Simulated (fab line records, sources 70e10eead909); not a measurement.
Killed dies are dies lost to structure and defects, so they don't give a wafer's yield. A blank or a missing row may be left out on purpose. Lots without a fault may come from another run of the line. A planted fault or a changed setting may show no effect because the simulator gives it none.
Chamber matching | flow nand_harc | NHARC_A_STAIRCASE_ETCH_169 on rie_diel-02: 4 sister chambers
The step etches the open film in CH3F/O2, target depth 50 nm, time 107.1 s. 4 wafers are shown with their chamber, then 11 later ones without.

WAFERS WITH THEIR CHAMBER
wafer  | chamber | showerhead_plenum_p_Torr (Torr)
L086.5 | 1       | 2.36
L087.4 | 3       | 2.43
L087.6 | 0       | 2.50
L088.2 | 2       | 2.31

WAFERS WITHOUT THEIR CHAMBER
wafer  | showerhead_plenum_p_Torr (Torr)
L088.3 | 2.43
L088.4 | 2.50
L089.3 | 2.30
L089.4 | 2.43
L089.6 | 2.36
L093.2 | 2.30
L093.4 | 2.35
L093.5 | 2.42
L095.4 | 2.35
L095.5 | 2.30
L095.6 | 2.35

WHICH CHAMBER EACH WENT THROUGH
wafer  | from the rows above | in truth
L088.3 | 3                   | 3
L088.4 | 0                   | 0
L089.3 | 2                   | 2
L089.4 | 3                   | 3
L089.6 | 1                   | 1
L093.2 | 2                   | 2
L093.4 | 1                   | 1
L093.5 | 3                   | 3
L095.4 | 1                   | 1
L095.5 | 2                   | 2
L095.6 | 1                   | 1
Placed correctly: 11 of 11. Can't be placed from these rows: 0. Placed wrongly: 0.
How it was worked out, from the rows above alone: a wafer's distance from a chamber is the root of the sum, over the readings, of the square of ((its reading less the chamber's mean) divided by the reading's scatter). The wafer belongs to the nearest chamber; if the next one is less than 2 further off, it can't be placed. A chamber's mean is the mean of its shown wafers. The scatter: with one shown wafer a chamber, the root of the mean of the squares of how far each hidden wafer lies from its nearest shown one.
